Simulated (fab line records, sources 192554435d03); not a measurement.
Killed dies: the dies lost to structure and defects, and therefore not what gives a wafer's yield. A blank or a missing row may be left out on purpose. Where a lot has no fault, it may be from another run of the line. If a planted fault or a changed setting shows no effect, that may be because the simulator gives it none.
Chamber matching    flow n5_finfet    N5_BEOL_M5_ETCH_75 on rie_diel-04: 4 sister chambers
The step etches underlayer in N2/H2, target depth 6.5 nm, time 5.2 s. 8 wafers are shown with their chamber, then 7 later ones without.

## WAFERS PAIRED WITH THEIR CHAMBERS
wafer   chamber  drypump_motor_current_A (A)  showerhead_plenum_p_Torr (Torr)
L074.6  3        5.4                          2.50
L077.4  3        5.4                          2.50
L081.5  1        6.5                          2.51
L084.1  0        6.5                          2.67
L084.2  1        6.5                          2.50
L084.5  2        5.6                          2.55
L091.2  2        5.6                          2.55
L091.4  0        6.6                          2.66

## WAFERS WITHOUT THEIR CHAMBER
wafer   drypump_motor_current_A (A)  showerhead_plenum_p_Torr (Torr)
L091.5  6.5                          2.50
L093.1  6.6                          2.66
L093.4  5.4                          2.48
L093.6  5.4                          2.48
L095.3  5.4                          2.48
L095.5  6.5                          2.66
L095.6  5.4                          2.48

## EACH ONE'S CHAMBER
wafer   from the rows above  in truth
L091.5  1                    1
L093.1  0                    0
L093.4  3                    3
L093.6  3                    3
L095.3  3                    3
L095.5  0                    0
L095.6  3                    3
Correct placement for 7 of the 7. Can't be placed from these rows: 0. Wrongly placed: 0.
How it was worked out, from the rows above alone: a wafer's distance from a chamber is the root of the sum, over the readings, of the square of ((its reading less the chamber's mean) divided by the reading's scatter). If the next closest chamber is less than 2 further off than the closest, the wafer can't be placed; otherwise it belongs to the closest. The mean given for a chamber averages the wafers shown for that chamber. The scatter is the square root of a quotient: the sum, over the shown wafers, of each reading's squared deviation from its chamber's mean, divided by wafers minus chambers.
